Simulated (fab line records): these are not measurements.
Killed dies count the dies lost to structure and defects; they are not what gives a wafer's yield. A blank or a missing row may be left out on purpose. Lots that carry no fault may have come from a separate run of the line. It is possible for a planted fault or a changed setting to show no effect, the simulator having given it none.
Chamber matching | flow n5Finfet | N5_FIN_SAQP_MANDREL1_REMOVE_56 on rieSi-05 has 4 sister chambers
The step chemistry HBr/Cl2/O2, target a-Si, stops on SiNx, bt time 10 s. 14 wafers are shown with their chamber, then 7 later ones without.

== WAFERS, EACH WITH ITS CHAMBER ==
wafer  | chamber | throttleValvePct (%) | oesProductAu (a.u.)
L075.1 | 0       | 36.8                 | 1.003
L075.2 | 3       | 37.0                 | 1.010
L075.6 | 0       | 36.7                 | 1.015
L076.1 | 0       | 36.7                 | 1.005
L076.3 | 3       | 37.0                 | 1.004
L076.6 | 2       | 36.4                 | 1.012
L080.2 | 0       | 36.7                 | 1.000
L080.5 | 3       | 37.0                 | 1.006
L080.6 | 2       | 36.4                 | 1.003
L082.2 | 1       | 36.4                 | 0.993
L082.4 | 2       | 36.4                 | 1.013
L082.5 | 1       | 36.4                 | 1.003
L083.1 | 1       | 36.4                 | 0.997
L083.4 | 3       | 37.0                 | 0.999

SIGNATURES (means of the wafers above)
reading          | chamber 0 | chamber 1 | chamber 2 | chamber 3 | scatter within a chamber
throttleValvePct | 36.725    | 36.400    | 36.400    | 37.000    | 0.0274
oesProductAu     | 1.00575   | 0.99767   | 1.00933   | 1.00475   | 0.00548
Rule: a wafer's distance from a chamber is the root of the sum, over the readings, of the square of ((its reading less the chamber's mean) divided by the reading's scatter). If the next closest chamber is less than 2 further off than the closest, the wafer can't be placed; otherwise it belongs to the closest. How the scatter is found: for the shown wafers, subtract from each reading the mean of its chamber, square and add these, divide the total by (wafers less chambers), then take the root.

== WAFERS MISSING THEIR CHAMBER ==
wafer  | throttleValvePct (%) | oesProductAu (a.u.)
L083.5 | 37.0                 | 1.014
L084.1 | 37.0                 | 1.012
L084.5 | 36.4                 | 1.017
L084.6 | 37.0                 | 1.018
L086.1 | 37.0                 | 0.997
L086.2 | 36.3                 | 0.990
L086.4 | 36.7                 | 1.015

== WHICH CHAMBER EACH WENT THROUGH ==
wafer  | from the rows above     | in truth
L083.5 | 3                       | 3
L084.1 | 3                       | 3
L084.5 | 2                       | 2
L084.6 | 3                       | 3
L086.1 | 3                       | 3
L086.2 | can't be placed: 1 or 2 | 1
L086.4 | 0                       | 0
6 of 7 placed correctly. Cannot be placed on the basis of these rows: 1; the candidates contain the true chamber in 1. 0 placed wrongly.
